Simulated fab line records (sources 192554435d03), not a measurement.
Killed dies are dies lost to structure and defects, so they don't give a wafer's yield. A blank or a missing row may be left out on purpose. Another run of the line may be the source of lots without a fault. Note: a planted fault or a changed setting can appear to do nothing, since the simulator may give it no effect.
Matching of chambers | flow n5_finfet | N5_ILD0_ALD_15 on ald_sin-04: 4 sister chambers
The step deposits SiNx, target thk 24 nm, pulse time 1 s, ald cycles 480. 8 wafers are shown with their chamber, then 8 later ones without.

## WAFERS WITH THEIR CHAMBER
wafer  | chamber | heater_power_w (W) | precursor_pulse_height_rel
L085.2 | 1       | 806                | 1.007
L088.1 | 2       | 987                | 0.972
L088.3 | 1       | 783                | 1.027
L088.6 | 0       | 764                | 1.019
L090.3 | 3       | 899                | 0.992
L090.4 | 2       | 975                | 1.014
L090.5 | 3       | 876                | 1.036
L092.1 | 0       | 773                | 0.986

## WAFERS WITH NO CHAMBER GIVEN
wafer  | heater_power_w (W) | precursor_pulse_height_rel
L092.2 | 1003               | 1.011
L092.6 | 757                | 1.016
L095.2 | 798                | 0.984
L095.5 | 889                | 0.999
L095.6 | 755                | 0.990
L096.2 | 756                | 1.018
L096.4 | 973                | 0.947
L096.5 | 748                | 1.008

## WHICH CHAMBER EACH ONE RAN IN
wafer  | from the rows above     | in truth
L092.2 | 2                       | 2
L092.6 | can't be placed: 0 or 1 | 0
L095.2 | can't be placed: 1 or 0 | 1
L095.5 | 3                       | 3
L095.6 | 0                       | 0
L096.2 | can't be placed: 0 or 1 | 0
L096.4 | 2                       | 2
L096.5 | 0                       | 0
Correct placement for 5 of the 8. These rows do not allow placing 3 (true chamber among the candidates in 3). Placed wrongly: 0.
How it was worked out, from the rows above alone: a wafer's distance from a chamber is the root of the sum, over the readings, of the square of ((its reading less the chamber's mean) divided by the reading's scatter). If the next closest chamber is less than 2 further off than the closest, the wafer can't be placed; otherwise it belongs to the closest. Each chamber's mean is taken over the wafers shown for it. How the scatter is found: for the shown wafers, subtract from each reading the mean of its chamber, square and add these, divide the total by (wafers less chambers), then take the root.
